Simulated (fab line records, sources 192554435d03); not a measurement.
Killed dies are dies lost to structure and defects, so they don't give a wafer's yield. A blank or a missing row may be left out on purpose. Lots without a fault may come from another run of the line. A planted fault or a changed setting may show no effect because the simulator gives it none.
fab line records | flow n5_finfet
record lots=24 wafers=72 last_day=17
route steps=1938 shown SD_EPI_N@271 ILD0@344 SDB@357
lots that met no fault: from a run of the same line without faults
start_h: hours from the record's first day to the start of the lot's first wafer shown | wait_h: hours since the lot's step before | " the same as in the row above | L1.1+2: a row that stands for several wafers | - no value, or no start given | * or withheld: withheld | < > ~ a bound
route shown NAME@n: a module of which the file shows steps, and the number in the route of the first | usual: mean/standard deviation of fault-free wafers | same: alike in all rows | chamber/n: place in a boat | sites: the reading at each site | _std_site: their standard deviation | _edge_site: outer sites' mean less inner sites' | radius_mm: how far each site lies from the wafer's centre | mask NAME#n: copy n | behind: the tool/chamber that last shaped the wafer | hold: why the lot was held/for how many hours/how that ended | device: the transistor (n, p or np) that didn't switch | end of line: the same wafers' tests at the end of the route | a step without rows: its recipe alone | killed: dies lost to structure and defects at the first sort, not the wafer's yield | map: a wafer's dies, x killed, . not, _ none there
set.NAME: the setting as run; set.NAME@STEP: as run at that earlier step | model.NAME: the simulator's own value behind a step, which no gauge read
steps of the route over a sample of lots; a table a step, a row a wafer
services: from which hour (start_h, from the record's first day; less than 0 if before it) a tool's chamber was out of use, for how many hours, and why
## steps
# step N5_SD_EPI_N_OVL_MEAS_10
# recipe points_per_wafer=44
# usual SD_N_BLK_OVL=0.2/0.89
# columns lot.wafer tool chamber start_h wait_h SD_N_BLK_OVL[nm]
L074.2 overlay-01 0 49.19 0.0 -0.1
L074.4 " 0 " " 1.1
L074.5 " 0 " " 0.2
L075.1 overlay-01 0 56.49 0.0 -0.4
L075.3 " 0 " " 1.0
L075.6 " 0 " " 0.2
L076.1 overlay-01 0 61.26 0.0 -1.3
L076.2 " 0 " " -0.9
L076.3 " 0 " " -0.6
L077.2 overlay-02 0 68.76 0.0 0.1
L077.3 " 0 " " 1.1
L077.6 " 0 " " 0.0
L078.2 overlay-01 0 73.47 0.0 -0.5
L078.3 " 0 " " -0.9
L078.5 " 0 " " -0.7
L079.1 overlay-02 0 78.80 0.0 1.2
L079.4 " 0 " " 0.5
L079.6 " 0 " " 2.4
L080.2 overlay-01 0 84.68 0.0 -0.9
L080.3 " 0 " " 0.0
L080.6 " 0 " " 0.5
L081.2 overlay-02 0 91.56 0.0 2.4
L081.3 " 0 " " 0.5
L081.4 " 0 " " 1.3
L082.1 overlay-01 0 98.44 0.0 0.0
L082.2 " 0 " " -0.5
L082.4 " 0 " " -0.2
L083.1 overlay-01 0 104.33 0.0 -0.3
L083.3 " 0 " " -0.8
L083.6 " 0 " " -1.1
L084.1 overlay-01 0 111.33 0.0 1.7
L084.5 " 0 " " 1.6
L084.6 " 0 " " 1.8
L085.4 overlay-01 0 115.88 0.0 0.7
L085.5 " 0 " " -0.2
L085.6 " 0 " " 0.6
L086.1 overlay-02 0 123.09 0.0 0.6
L086.3 " 0 " " 0.0
L086.4 " 0 " " 0.0
L087.2 overlay-01 0 128.01 0.0 -0.3
L087.5 " 0 " " -0.3
L087.6 " 0 " " -0.7
L088.1 overlay-02 0 132.02 0.0 -0.5
L088.2 " 0 " " -0.2
L088.6 " 0 " " 0.2
L089.1 overlay-02 0 138.37 0.0 0.6
L089.3 " 0 " " 2.6
L089.5 " 0 " " 2.0
L090.3 overlay-02 0 144.34 0.0 -0.8
L090.4 " 0 " " 0.2
L090.6 " 0 " " -0.2
L091.1 overlay-01 0 151.37 0.0 0.1
L091.3 " 0 " " 0.1
L091.5 " 0 " " -0.7
L092.1 overlay-02 0 158.63 0.0 0.8
L092.2 " 0 " " -0.7
L092.6 " 0 " " 0.1
L093.1 overlay-01 0 163.30 0.0 0.0
L093.3 " 0 " " 0.0
L093.4 " 0 " " -0.4
L094.1 overlay-02 0 170.75 0.0 0.4
L094.5 " 0 " " -0.3
L094.6 " 0 " " 0.1
L095.2 overlay-01 0 174.82 0.0 0.5
L095.3 " 0 " " -0.8
L095.5 " 0 " " 0.1
L096.1 overlay-01 0 180.09 0.0 2.0
L096.2 " 0 " " 0.9
L096.5 " 0 " " 1.3
L097.2 overlay-01 0 189.57 0.0 0.1
L097.3 " 0 " " -1.6
L097.6 " 0 " " -1.6
# step N5_SD_EPI_N_ETCH_45
# recipe chemistry=CH3F/O2 target=SiOCN target_depth_a=60 mask_material=SOC ion_energy_ev=60 bias_w=29 pressure_mtorr=15 source_w=410 Ar_flow_sccm=150 CH3F_flow_sccm=30 O2_flow_sccm=20
# usual drypump_motor_current_A=5.6/0.4 oes_product_au=0.81/0.088 rf_vpp_V=127.4/0.89 showerhead_plenum_p_Torr=2.00/0.06 throttle_valve_pct=23.30/0.3
# columns lot.wafer tool chamber start_h wait_h drypump_motor_current_A oes_product_au rf_hours_counter_h rf_vpp_V showerhead_plenum_p_Torr throttle_valve_pct
L074.2 rie_diel-05 0 49.77 0.1 5.5 0.88 23 128.9 2.10 22.80
L074.4 " 1 " " 5.5 0.78 - 127.3 2.00 23.71
L074.5 " 3 " " 5.6 0.76 - 128.1 2.01 23.48
L075.1 rie_diel-01 3 57.32 0.1 5.2 0.95 5 127.5 1.96 23.36
L075.3 " 2 " " 5.7 0.73 178 127.4 1.97 23.60
L075.6 " 2 " " 5.8 0.73 - 126.7 1.97 23.59
L076.1 rie_diel-03 3 62.00 0.1 5.6 0.89 55 128.9 2.11 23.28
L076.2 " 1 " " 6.7 0.70 246 125.8 1.95 23.42
L076.3 " 0 " " 5.5 0.70 208 127.2 1.89 23.12
L077.2 rie_diel-05 0 69.48 0.1 5.5 0.87 34 128.0 2.10 22.80
L077.3 " 3 " " 5.6 0.75 151 126.3 2.01 23.49
L077.6 " 3 " " 5.6 0.76 - 126.8 2.01 23.48
L078.2 rie_diel-01 0 74.04 0.1 5.1 0.88 28 127.5 1.96 22.95
L078.3 " 3 " " 5.2 0.93 12 126.7 1.96 23.36
L078.5 " 0 " " 5.1 0.90 - 127.5 1.96 22.94
L079.1 rie_diel-05 3 79.63 0.1 5.6 0.76 155 127.6 2.01 23.48
L079.4 " 3 " " 5.6 0.76 - 128.5 2.01 23.50
L079.6 " 3 " " 5.6 0.75 - 126.7 2.01 23.48
L080.2 rie_diel-05 3 85.25 0.1 5.5 0.75 158 126.8 2.01 23.49
L080.3 " 0 " " 5.6 0.85 37 128.5 2.10 22.82
L080.6 " 1 " " 5.5 0.77 - 127.5 2.00 23.72
L081.2 rie_diel-05 2 92.14 0.1 6.2 0.71 193 129.6 2.05 23.34
L081.3 " 3 " " 5.6 0.75 161 127.8 2.01 23.50
L081.4 " 0 " " 5.5 0.85 39 127.9 2.10 22.84
L082.1 rie_diel-01 2 99.27 0.1 5.8 0.72 195 127.9 1.97 23.61
L082.2 " 3 " " 5.2 0.91 21 126.6 1.96 23.37
L082.4 " 0 " " 5.1 0.89 - 127.8 1.95 22.94
L083.1 rie_diel-01 2 104.94 0.1 5.8 0.72 197 128.4 1.97 23.62
L083.3 " 0 " " 5.1 0.87 40 128.2 1.95 22.94
L083.6 " 0 " " 5.1 0.87 - 126.6 1.95 22.94
L084.1 rie_diel-03 3 112.18 0.1 5.6 0.85 76 126.8 2.10 23.29
L084.5 " 2 " " 5.9 0.93 - 128.0 1.95 23.24
L084.6 " 1 " " 6.7 1.00 - 127.1 1.94 23.08
L085.4 rie_diel-03 3 116.45 0.1 5.6 0.85 77 126.8 2.10 23.29
L085.5 " 2 " " 5.9 0.92 - 126.8 1.95 23.24
L085.6 " 1 " " 6.7 0.97 - 126.9 1.94 23.07
L086.1 rie_diel-03 2 123.66 0.1 5.9 0.91 18 128.2 1.95 23.25
L086.3 " 3 " " 5.6 0.85 80 128.8 2.10 23.33
L086.4 " 0 " " 5.5 0.67 234 125.9 1.88 23.14
L087.2 rie_diel-01 3 128.58 0.1 5.2 0.89 33 127.2 1.95 23.39
L087.5 " 2 " " 5.8 0.71 - 128.6 1.96 23.62
L087.6 " 3 " " 5.2 0.88 - 127.1 1.95 23.40
L088.1 rie_diel-05 1 132.84 0.1 5.5 0.74 180 127.9 1.99 23.75
L088.2 " 2 " " 6.1 0.70 207 125.8 2.05 23.37
L088.6 " 0 " " 5.5 0.84 - 128.7 2.09 22.83
L089.1 rie_diel-01 2 139.01 0.1 5.8 0.71 212 127.1 1.96 23.62
L089.3 " 0 " " 5.1 0.85 55 126.9 1.95 22.98
L089.5 " 2 " " 5.8 0.72 - 127.2 1.96 23.65
L090.3 rie_diel-05 3 145.70 0.1 5.6 0.73 181 126.9 2.00 23.52
L090.4 " 1 " " 5.5 0.73 186 125.7 1.99 23.75
L090.6 " 1 " " 5.5 0.73 - 128.1 1.99 23.76
L091.1 rie_diel-03 1 151.95 0.1 6.7 0.95 14 127.3 1.94 23.10
L091.3 " 2 " " 5.9 0.90 22 125.6 1.95 23.25
L091.5 " 3 " " 5.6 0.85 - 126.2 2.10 23.31
L092.1 rie_diel-01 0 159.21 0.1 5.1 0.83 65 127.1 1.95 23.00
L092.2 " 2 " " 5.7 0.71 221 127.7 1.96 23.64
L092.6 " 0 " " 5.1 0.84 - 126.4 1.95 22.99
L093.1 rie_diel-05 0 163.87 0.1 5.5 0.82 62 128.2 2.09 22.85
L093.3 " 2 " " 6.1 0.69 221 128.0 2.05 23.37
L093.4 " 3 " " 5.6 0.73 188 128.3 2.00 23.53
L094.1 rie_diel-01 2 171.33 0.1 5.7 0.70 225 127.3 1.96 23.66
L094.5 " 0 " " 5.1 0.82 - 127.8 1.94 23.01
L094.6 " 3 " " 5.2 0.86 - 127.0 1.95 23.40
L095.2 rie_diel-05 0 175.39 0.1 5.5 0.82 65 127.7 2.09 22.84
L095.3 " 1 " " 5.5 0.73 197 127.3 1.99 23.77
L095.5 " 2 " " 6.2 0.69 - 128.3 2.04 23.35
L096.1 rie_diel-05 2 180.93 0.1 6.2 0.69 226 126.6 2.04 23.37
L096.2 " 0 " " 5.5 0.82 67 127.9 2.09 22.85
L096.5 " 0 " " 5.5 0.81 - 127.1 2.09 22.86
L097.2 rie_diel-03 2 190.27 0.1 5.9 0.87 37 127.3 1.94 23.27
L097.3 " 1 " " 6.7 0.92 29 126.6 1.94 23.12
L097.6 " 3 " " 5.6 0.83 - 127.9 2.09 23.31
# step N5_SD_EPI_N_VAPOR_ETCH_50
# recipe chemistry=HCl target=Si temp_c=775 time_s=54 pressure_torr=20 mode=isotropic
# usual throttle_valve_pct=12.27/0.23
# columns lot.wafer tool chamber start_h wait_h throttle_valve_pct
L074.2 epi_rpcvd-04 0 51.05 0.3 11.78
L074.4 " 0 " " 12.00
L074.5 " 0 " " 11.78
L075.1 epi_rpcvd-03 0 58.45 0.3 12.23
L075.3 " 0 " " 12.20
L075.6 " 0 " " 12.22
L076.1 epi_rpcvd-03 0 63.10 0.4 12.48
L076.2 " 0 " " 12.12
L076.3 " 0 " " 12.49
L077.2 epi_rpcvd-01 0 70.62 0.4 12.53
L077.3 " 0 " " 12.34
L077.6 " 0 " " 12.30
L078.2 epi_rpcvd-03 0 75.05 0.3 12.51
L078.3 " 0 " " 12.42
L078.5 " 0 " " 12.28
L079.1 epi_rpcvd-01 0 80.80 0.4 12.46
L079.4 " 0 " " 12.34
L079.6 " 0 " " 12.18
L080.2 epi_rpcvd-01 0 86.26 0.3 12.12
L080.3 " 0 " " 12.44
L080.6 " 0 " " 12.03
L081.2 epi_rpcvd-03 0 93.14 0.3 12.28
L081.3 " 0 " " 12.18
L081.4 " 0 " " 12.23
L082.1 epi_rpcvd-03 0 100.26 0.3 12.07
L082.2 " 0 " " 12.33
L082.4 " 0 " " 12.47
L083.1 epi_rpcvd-03 0 106.05 0.4 12.32
L083.3 " 0 " " 12.28
L083.6 " 0 " " 12.49
L084.1 epi_rpcvd-04 0 113.29 0.4 11.80
L084.5 " 0 " " 11.68
L084.6 " 0 " " 11.71
L085.4 epi_rpcvd-01 0 117.69 0.3 12.17
L085.5 " 0 " " 12.40
L085.6 " 0 " " 12.39
L086.1 epi_rpcvd-03 0 124.68 0.3 12.27
L086.3 " 0 " " 12.31
L086.4 " 0 " " 12.29
L087.2 epi_rpcvd-01 0 129.59 0.3 12.42
L087.5 " 0 " " 12.45
L087.6 " 0 " " 12.14
L088.1 epi_rpcvd-03 0 133.82 0.3 12.30
L088.2 " 0 " " 12.27
L088.6 " 0 " " 12.45
L089.1 epi_rpcvd-03 0 140.01 0.3 12.41
L089.3 " 0 " " 12.45
L089.5 " 0 " " 12.13
L090.3 epi_rpcvd-01 0 146.87 0.3 12.44
L090.4 " 0 " " 12.41
L090.6 " 0 " " 12.37
L091.1 epi_rpcvd-01 0 153.05 0.4 12.42
L091.3 " 0 " " 12.37
L091.5 " 0 " " 12.77
L092.1 epi_rpcvd-01 0 160.36 0.4 12.22
L092.2 " 0 " " 12.24
L092.6 " 0 " " 12.29
L093.1 epi_rpcvd-04 0 164.97 0.4 12.03
L093.3 " 0 " " 11.80
L093.4 " 0 " " 12.15
L094.1 epi_rpcvd-01 0 172.43 0.4 12.34
L094.5 " 0 " " 12.50
L094.6 " 0 " " 12.46
L095.2 epi_rpcvd-04 0 176.56 0.4 11.71
L095.3 " 0 " " 12.01
L095.5 " 0 " " 11.92
L096.1 epi_rpcvd-03 0 181.91 0.3 12.35
L096.2 " 0 " " 12.23
L096.5 " 0 " " 12.38
L097.2 epi_rpcvd-03 0 191.28 0.3 12.61
L097.3 " 0 " " 12.33
L097.6 " 0 " " 12.22
# step N5_ILD0_CMP_12
# recipe stop_on=poly-Si material=SiNx t_overpolish_s=6 post_cmp_clean=alkaline_brush down_force_psi=2.5 platen_rpm=51.8 pad_velocity_m_s=1.0307 target_thk_nm=17.67
# usual edge_zone_pressure_frac=1.000/0.0052 motor_current_A=9.1/0.98 overpolish_run_s=6.000/0.0085 pad_life_wafers=1286/610 time_to_endpoint_s=29.3/2.9
# columns lot.wafer tool chamber start_h wait_h edge_zone_pressure_frac motor_current_A overpolish_run_s pad_life_wafers time_to_endpoint_s
L074.2 cmp-01 2 64.65 1.1 1.005 11.3 6.002 858 33.1
L074.4 " 3 " " 0.983 7.4 5.994 859 36.0
L074.5 " 3 " " 0.995 7.2 5.999 - 37.2
L075.3 cmp-03 1 72.43 1.1 1.001 9.6 6.017 1212 29.9
L075.1 " 0 " " 1.002 8.2 6.005 1215 31.0
L075.6 " 2 " " 1.006 9.7 6.000 - 26.6
L076.3 cmp-02 0 78.37 1.1 1.011 8.7 5.985 1248 29.3
L076.1 " 1 " " 0.995 10.2 5.998 1249 33.8
L076.2 " 3 " " 0.994 9.1 6.011 1251 28.5
L077.2 cmp-03 0 85.53 1.2 0.997 8.4 6.007 1316 27.6
L077.3 " 1 " " 0.994 9.1 6.017 1317 31.4
L077.6 " 2 " " 1.005 9.8 5.996 - 27.2
L078.2 cmp-01 0 89.76 1.2 0.999 8.3 5.987 1033 31.1
L078.3 " 2 " " 0.997 11.3 6.008 1035 27.1
L078.5 " 3 " " 0.996 7.3 5.998 - 28.8
L079.4 cmp-02 3 96.74 1.1 1.001 8.8 5.986 1386 27.2
L079.1 " 1 " " 0.998 9.9 5.996 1388 26.6
L079.6 " 0 " " 1.000 8.6 5.989 - 28.1
L080.2 cmp-01 1 100.06 1.1 0.994 9.1 5.996 1116 34.8
L080.3 " 3 " " 1.000 7.0 6.006 1118 34.2
L080.6 " 1 " " 0.996 9.2 5.994 - 35.1
L081.3 cmp-02 0 107.92 1.2 1.000 8.4 5.990 1489 28.2
L081.2 " 1 " " 0.994 10.2 6.005 1490 31.5
L081.4 " 2 " " 0.994 8.5 6.004 1491 25.4
L082.4 cmp-03 2 113.78 1.1 0.996 9.4 6.014 1524 29.9
L082.1 " 0 " " 1.007 8.3 6.006 1526 27.5
L082.2 " 1 " " 1.001 8.8 5.988 1527 33.2
L083.1 cmp-03 3 120.06 1.1 1.012 10.0 6.013 1572 27.2
L083.3 " 0 " " 1.007 8.2 5.997 1573 28.6
L083.6 " 0 " " 1.002 7.7 5.995 - 29.4
L084.1 cmp-02 1 128.36 1.2 0.999 10.1 5.989 1653 31.1
L084.5 " 2 " " 1.009 8.4 5.997 - 26.3
L084.6 " 3 " " 0.999 9.5 5.995 - 26.6
L085.4 cmp-01 0 131.85 0.1 1.001 8.4 6.003 1389 33.2
L085.5 " 1 " " 1.002 9.2 6.001 - 31.9
L085.6 " 2 " " 0.998 11.9 6.007 - 32.6
L086.3 cmp-01 3 141.87 1.1 1.002 7.5 5.994 1434 35.2
L086.4 " 0 " " 1.002 8.3 6.007 1435 34.9
L086.1 " 1 " " 1.003 9.3 6.018 1436 34.4
L087.2 cmp-01 3 143.87 1.2 0.987 7.4 6.005 1447 29.5
L087.5 " 2 " " 0.999 11.6 6.008 - 30.6
L087.6 " 3 " " 0.997 6.8 5.997 - 32.3
L088.2 cmp-03 3 148.66 1.2 0.998 10.0 5.994 1807 27.4
L088.1 " 0 " " 1.007 8.2 5.999 1808 30.6
L088.6 " 3 " " 0.996 10.2 6.000 - 26.4
L089.1 cmp-02 3 154.75 1.2 1.000 8.9 5.992 1880 27.3
L089.3 " 0 " " 1.001 8.5 6.014 1881 27.9
L089.5 " 1 " " 0.997 9.8 5.997 - 29.0
L090.4 cmp-03 3 163.38 0.1 0.993 9.8 6.000 1927 28.7
L090.3 " 0 " " 1.001 7.9 5.983 1928 29.8
L090.6 " 3 " " 0.996 9.8 6.010 - 27.9
L091.1 cmp-02 2 169.71 1.2 0.996 8.7 5.998 2012 23.3
L091.3 " 3 " " 0.996 9.2 5.999 2013 25.9
L091.5 " 1 " " 1.004 10.2 5.993 - 28.3
L092.1 cmp-02 1 175.73 1.2 0.991 9.7 5.987 2066 29.0
L092.2 " 2 " " 0.988 8.7 5.993 2067 24.4
L092.6 " 0 " " 1.007 8.3 5.998 - 29.7
L093.1 cmp-03 0 178.98 1.1 1.007 8.1 5.998 2064 29.8
L093.4 " 2 " " 1.009 9.6 6.007 2066 26.1
L093.3 " 3 " " 0.997 9.9 5.990 2067 28.7
L094.1 cmp-02 3 189.39 1.1 1.002 9.1 6.000 66 29.6
L094.6 " 3 " " 1.002 9.4 6.015 - 29.9
L094.5 " 0 " " 1.004 8.7 6.008 - 29.4
L095.2 cmp-03 0 192.73 1.2 1.006 7.9 6.006 37 26.6
L095.3 " 2 " " 1.012 9.5 6.004 39 26.1
L095.5 " 3 " " 1.002 10.3 6.010 - 26.3
L096.2 cmp-02 2 196.56 1.1 1.001 8.3 6.000 132 24.5
L096.1 " 0 " " 0.999 8.4 6.002 134 28.6
L096.5 " 2 " " 1.001 8.1 6.008 - 23.7
L097.3 cmp-02 2 204.61 1.1 0.997 8.4 6.007 186 25.2
L097.2 " 3 " " 0.993 9.5 5.992 187 28.5
L097.6 " 3 " " 0.992 9.3 6.006 - 29.0
# step N5_SDB_OVL_MEAS_12
# recipe points_per_wafer=44
# usual SDB_OVL=-0.1/0.67
# columns lot.wafer tool chamber start_h wait_h SDB_OVL[nm]
L074.2 overlay-02 0 65.49 0.0 1.0
L074.4 " 0 " " -0.3
L074.5 " 0 " " -0.5
L075.1 overlay-02 0 73.27 0.0 0.1
L075.3 " 0 " " -0.5
L075.6 " 0 " " 0.2
L076.1 overlay-01 0 79.20 0.0 0.3
L076.2 " 0 " " 0.0
L076.3 " 0 " " 0.1
L077.2 overlay-02 0 86.29 0.0 -1.4
L077.3 " 0 " " -0.4
L077.6 " 0 " " -0.7
L078.2 overlay-02 0 91.76 0.0 -0.3
L078.3 " 0 " " -0.1
L078.5 " 0 " " -0.1
L079.1 overlay-01 0 97.45 0.0 0.3
L079.4 " 0 " " 0.6
L079.6 " 0 " " 1.7
L080.2 overlay-01 0 100.90 0.0 -1.2
L080.3 " 0 " " -0.8
L080.6 " 0 " " -1.1
L081.2 overlay-02 0 108.60 0.0 0.1
L081.3 " 0 " " 0.3
L081.4 " 0 " " -0.1
L082.1 overlay-01 0 114.49 0.0 -0.4
L082.2 " 0 " " -1.5
L082.4 " 0 " " -1.7
L083.1 overlay-01 0 120.77 0.0 -0.2
L083.3 " 0 " " 1.2
L083.6 " 0 " " 1.2
L084.1 overlay-02 0 129.09 0.0 0.4
L084.5 " 0 " " -0.1
L084.6 " 0 " " -0.2
L085.4 overlay-01 0 132.58 0.0 -0.1
L085.5 " 0 " " 0.1
L085.6 " 0 " " -0.3
L086.1 overlay-02 0 142.71 0.0 -0.3
L086.3 " 0 " " -0.2
L086.4 " 0 " " -0.2
L087.2 overlay-01 0 144.67 0.0 -0.1
L087.5 " 0 " " -1.2
L087.6 " 0 " " 0.0
L088.1 overlay-02 0 149.46 0.0 -0.1
L088.2 " 0 " " -0.2
L088.6 " 0 " " 1.2
L089.1 overlay-02 0 155.39 0.0 -0.7
L089.3 " 0 " " 0.3
L089.5 " 0 " " -0.8
L090.3 overlay-01 0 164.19 0.0 1.0
L090.4 " 0 " " 0.1
L090.6 " 0 " " 0.7
L091.1 overlay-01 0 170.47 0.0 0.5
L091.3 " 0 " " 0.9
L091.5 " 0 " " -0.1
L092.1 overlay-02 0 176.49 0.0 0.1
L092.2 " 0 " " 0.0
L092.6 " 0 " " -0.1
L093.1 overlay-01 0 179.82 0.0 -1.3
L093.3 " 0 " " -0.2
L093.4 " 0 " " -0.5
L094.1 overlay-01 0 190.10 0.0 -0.9
L094.5 " 0 " " -0.5
L094.6 " 0 " " -1.9
L095.2 overlay-02 0 193.53 0.0 -0.2
L095.3 " 0 " " 1.3
L095.5 " 0 " " 0.6
L096.1 overlay-01 0 197.40 0.0 -0.2
L096.2 " 0 " " 0.2
L096.5 " 0 " " 0.0
L097.2 overlay-01 0 205.33 0.0 0.2
L097.3 " 0 " " 0.4
L097.6 " 0 " " 0.2
# step N5_SDB_STRIP_22
# recipe chemistry=N2/H2 power_w=1000 temp_c=250 h2_frac=0.65 overash_fraction=0.3 pressure_mtorr=withheld n2_flow_sccm=1750 h2_flow_sccm=3250
# usual drypump_motor_current_A=5.62/0.29 heater_power_w=373/22 oes_product_au=0.714/0.0048 strip_time_to_endpoint_s=96.0/0.47
# columns lot.wafer tool chamber start_h wait_h drypump_motor_current_A heater_power_w oes_product_au rf_hours_counter_h strip_time_to_endpoint_s
L074.2 plasma_asher-01 0 65.86 0.1 5.64 363 0.719 36 96.3
L074.4 " 0 " " 5.65 367 0.716 - 96.0
L074.5 " 1 " " 5.08 402 0.720 - 96.6
L075.1 plasma_asher-02 0 73.64 0.1 5.88 382 0.717 91 95.5
L075.3 " 0 " " 5.90 393 0.721 - 96.2
L075.6 " 0 " " 5.90 396 0.726 - 95.9
L076.1 plasma_asher-02 1 79.57 0.1 5.71 354 0.724 92 96.2
L076.2 " 0 " " 5.86 380 0.718 92 95.8
L076.3 " 0 " " 5.85 388 0.715 - 96.3
L077.2 plasma_asher-01 0 86.66 0.1 5.66 361 0.712 39 95.4
L077.3 " 0 " " 5.65 372 0.710 - 95.7
L077.6 " 1 " " 5.08 401 0.717 - 95.4
L078.2 plasma_asher-02 0 92.36 0.1 5.89 383 0.716 95 95.6
L078.3 " 1 " " 5.73 353 0.719 - 96.2
L078.5 " 1 " " 5.72 349 0.716 - 95.0
L079.1 plasma_asher-02 1 97.82 0.1 5.70 337 0.717 96 95.8
L079.4 " 0 " " 5.90 381 0.713 - 95.5
L079.6 " 1 " " 5.72 347 0.717 - 95.6
L080.2 plasma_asher-01 0 101.27 0.1 5.68 361 0.715 42 96.5
L080.3 " 1 " " 5.10 402 0.720 - 96.3
L080.6 " 0 " " 5.69 368 0.712 - 96.5
L081.2 plasma_asher-02 1 109.00 0.1 5.70 344 0.709 98 95.8
L081.3 " 1 " " 5.73 345 0.714 - 96.1
L081.4 " 0 " " 5.84 379 0.716 - 95.7
L082.1 plasma_asher-01 0 114.88 0.1 5.64 365 0.718 44 95.9
L082.2 " 1 " " 5.06 406 0.708 44 95.5
L082.4 " 1 " " 5.09 406 0.718 - 95.4
L083.1 plasma_asher-02 1 121.19 0.1 5.72 343 0.725 101 96.0
L083.3 " 1 " " 5.73 345 0.715 - 96.2
L083.6 " 1 " " 5.71 350 0.709 - 95.6
L084.1 plasma_asher-02 0 129.93 0.1 5.84 378 0.711 102 94.6
L084.5 " 1 " " 5.69 343 0.719 - 95.4
L084.6 " 0 " " 5.86 384 0.711 - 95.3
L085.4 plasma_asher-01 0 132.99 0.1 5.67 366 0.721 - 96.2
L085.5 " 1 " " 5.07 404 0.717 - 96.2
L085.6 " 0 " " 5.66 367 0.721 - 96.1
L086.1 plasma_asher-01 1 143.07 0.1 5.08 401 0.709 50 96.3
L086.3 " 1 " " 5.07 405 0.713 - 96.8
L086.4 " 0 " " 5.68 368 0.718 - 96.2
L087.2 plasma_asher-01 0 145.80 0.1 5.64 360 0.709 50 95.4
L087.5 " 1 " " 5.10 412 0.703 - 95.6
L087.6 " 0 " " 5.64 369 0.714 - 95.5
L088.1 plasma_asher-01 1 149.83 0.1 5.08 409 0.711 51 96.2
L088.2 " 0 " " 5.65 354 0.713 51 96.0
L088.6 " 1 " " 5.09 404 0.718 - 96.3
L089.1 plasma_asher-01 0 156.70 0.1 5.67 365 0.718 53 96.4
L089.3 " 0 " " 5.66 374 0.707 - 95.6
L089.5 " 0 " " 5.67 364 0.709 - 96.3
L090.3 plasma_asher-02 0 164.73 0.1 5.88 391 0.716 - 95.6
L090.4 " 1 " " 5.70 358 0.719 - 96.4
L090.6 " 1 " " 5.70 346 0.710 - 95.2
L091.1 plasma_asher-02 1 171.11 0.1 5.72 347 0.726 110 95.9
L091.3 " 0 " " 5.88 379 0.715 - 96.2
L091.5 " 0 " " 5.90 386 0.708 - 95.9
L092.1 plasma_asher-02 1 176.86 0.1 5.71 347 0.714 112 96.8
L092.2 " 0 " " 5.88 378 0.714 112 96.6
L092.6 " 0 " " 5.88 385 0.718 - 96.8
L093.1 plasma_asher-02 1 180.24 0.1 5.74 340 0.714 112 95.4
L093.3 " 0 " " 5.86 387 0.714 - 96.0
L093.4 " 1 " " 5.72 354 0.707 - 96.0
L094.1 plasma_asher-02 0 190.79 0.1 5.86 369 0.718 114 96.3
L094.5 " 0 " " 5.89 373 0.714 - 95.8
L094.6 " 1 " " 5.72 350 0.713 - 96.3
L095.2 plasma_asher-01 1 193.90 0.1 5.11 403 0.712 60 96.1
L095.3 " 1 " " 5.07 409 0.706 - 95.8
L095.5 " 0 " " 5.65 362 0.719 - 96.3
L096.1 plasma_asher-02 0 197.76 0.1 5.87 388 0.719 116 96.7
L096.2 " 1 " " 5.73 350 0.719 116 96.6
L096.5 " 0 " " 5.87 385 0.717 - 97.0
L097.2 plasma_asher-02 0 205.70 0.1 5.86 388 0.712 117 96.1
L097.3 " 1 " " 5.75 347 0.721 - 96.1
L097.6 " 1 " " 5.72 343 0.711 - 96.1
## services
# columns tool chamber start_h hours kind
rie_diel-01 3 31.73 - clean
rie_diel-01 3 31.73 - consumable_replace:focus_ring
epi_rpcvd-04 - 45.89 1.1 repair
cmp-02 - 49.98 2.5 repair
cmp-01 - 77.15 2.2 repair
rie_diel-05 0 77.23 7.1 repair
epi_rpcvd-04 - 78.28 1.6 repair
plasma_asher-01 - 84.38 1.2 repair
plasma_asher-01 - 88.71 1.4 repair
rie_diel-01 1 94.09 2.9 repair
cmp-03 - 102.60 1.9 repair
rie_diel-05 0 122.16 10.0 repair
rie_diel-03 - 128.90 15.6 pm
cmp-01 - 135.13 4.9 pm
cmp-01 - 148.55 0.2 repair
epi_rpcvd-04 - 167.45 8.1 pm
rie_diel-03 0 168.28 7.7 repair
cmp-02 - 178.01 4.0 pm
rie_diel-01 - 178.16 0.7 repair
epi_rpcvd-03 - 179.89 0.9 repair
cmp-02 - 182.01 - consumable_replace:conditioner
cmp-02 - 182.01 - consumable_replace:pad
cmp-03 - 184.14 4.0 pm
plasma_asher-02 - 184.82 2.1 repair
## key
fault none
